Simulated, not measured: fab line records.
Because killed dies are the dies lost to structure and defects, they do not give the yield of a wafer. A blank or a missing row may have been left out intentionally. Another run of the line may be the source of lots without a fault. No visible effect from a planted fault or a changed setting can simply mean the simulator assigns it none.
Matching of chambers + flow n5_finfet + rie_diel-03 running N5_HKMG_FIN_ETCH_32: 3 sister chambers
The step etches SOC in N2/H2, target depth 240 nm, time 300 s. 6 wafers are shown with their chamber, then 5 later ones without.

== WAFERS, EACH WITH ITS CHAMBER ==
| wafer  | chamber | drypump_motor_current_A (A) | throttle_valve_pct (%) |
|--------|---------|-----------------------------|------------------------|
| L092.2 | 3       | 6.0                         | 17.70                  |
| L093.2 | 2       | 5.6                         | 17.31                  |
| L093.3 | 3       | 6.0                         | 17.73                  |
| L093.4 | 1       | 6.2                         | 17.56                  |
| L095.2 | 1       | 6.1                         | 17.55                  |
| L095.3 | 2       | 5.6                         | 17.31                  |

== WAFERS MISSING THEIR CHAMBER ==
| wafer  | drypump_motor_current_A (A) | throttle_valve_pct (%) |
|--------|-----------------------------|------------------------|
| L097.2 | 6.0                         | 17.73                  |
| L097.4 | 5.6                         | 17.32                  |
| L097.5 | 6.2                         | 17.58                  |
| L096.1 | 5.6                         | 17.34                  |
| L096.2 | 6.0                         | 17.74                  |

== WHICH CHAMBER EACH WENT THROUGH ==
| wafer  | from the rows above | in truth |
|--------|---------------------|----------|
| L097.2 | 3                   | 3        |
| L097.4 | 2                   | 2        |
| L097.5 | 1                   | 1        |
| L096.1 | 2                   | 2        |
| L096.2 | 3                   | 3        |
Correctly placed: 5 of 5. Not placeable from these rows: 0. 0 placed wrongly.
How it was worked out, from the rows above alone: a wafer's distance from a chamber is the root of the sum, over the readings, of the square of ((its reading less the chamber's mean) divided by the reading's scatter). The wafer belongs to the nearest chamber; if the next one is less than 2 further off, it can't be placed. For every chamber, the mean is computed from those of its wafers that are shown. How the scatter is found: for the shown wafers, subtract from each reading the mean of its chamber, square and add these, divide the total by (wafers less chambers), then take the root.
